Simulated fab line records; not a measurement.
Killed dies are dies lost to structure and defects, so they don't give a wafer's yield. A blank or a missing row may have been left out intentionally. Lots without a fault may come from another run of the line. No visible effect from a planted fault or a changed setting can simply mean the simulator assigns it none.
Problem report, 8D (eight disciplines) form, completed by code || flow n5Finfet || the parts of the form that need people (team, actions taken, sign-off) are left out

## 1. THE PROBLEM
At N5_BEOL_M13_COAT_65, plateTempC averages 253.82 C over 9 wafers from 3 lots, while fault-free wafers read 249.95 C, standard deviation 0.18. Relative to the usual mean, that is a shift of +22 standard deviations.
The step: time 60 s, resist thk 350 nm.
First observed at day 13 22:36: wafer L193.2, on lithoTrack-05. The record holds 33 wafers of 11 lots with a number at this step. Rule for "out" (also "out of limits"): further than 4 standard deviations from the usual mean. The other wafers with a number count as sound.

## 2. WHAT IT IS, WHAT IT ISN'T
{"question": "which readings at this step", "is": "plateTempC", "is not": "spinSpeedRpm"}
{"question": "which lots", "is": "L193, L194, L195", "is not": "L182, L184, L185, L187, L188, L201, L204, L205"}
{"question": "which wafers of those lots", "is": "all that have a number", "is not": "-"}
{"question": "read on which tools", "is": "lithoTrack-05", "is not": "lithoTrack-02, lithoTrack-03"}
{"question": "when", "is": "from day 13 22:36", "is not": "up to then (15 sound wafers); but 9 sound wafers of L201, L204, L205 came after"}

## 3. WHAT RULES OUT EACH SUSPECT
Counting: a tool at any process step up to the reading remains a suspect when it ran all the lots that are out and ran no sound lot after the first of those.
- lithoTrack-05 at N5_BEOL_M13_COAT_65 (time 60 s, resist thk 350 nm): ruled out as a lasting fault. Sound lots L204, L205 ran on it after its first lot that is out, L193 (day 13 22:36).
Left after counting: nothing in the record.

## 4. THE CAUSE (what the simulator had put in)
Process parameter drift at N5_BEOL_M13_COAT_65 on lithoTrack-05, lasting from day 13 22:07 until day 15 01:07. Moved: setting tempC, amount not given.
Counting ruled it out, wrongly.

## 5. SEQUENCE OF EFFECTS, ordered by route
Rows list readings where the struck wafers' mean (over those with a number) sits beyond 3 standard deviations from the usual. Only readings whose record carries a usual standard deviation are examined. hours: median over the lots of the time between each lot's start at the first step of this table that gives one and its start at this step. sigmas: the change, counted in usual standard deviations.
{"hours": 0, "step": "N5_BEOL_M13_COAT_65", "reading": "heaterPowerTotalW", "usual": "500.7 W", "on struck wafers": 509.7, "change": "+9.0", "sigmas": "+5.0"}
{"hours": 0, "step": "N5_BEOL_M13_COAT_65", "reading": "plateTempC", "usual": "249.95 C", "on struck wafers": 253.82, "change": "+3.87", "sigmas": "+22"}
Here are the process steps it includes:
- N5_BEOL_M13_COAT_65: time 60 s, resist thk 350 nm.

## 6. WHAT WOULD HAVE CAUGHT IT SOONER
In this record no reading fell out of limits until day 13 22:36, 0 hours after the fault had begun at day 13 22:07.
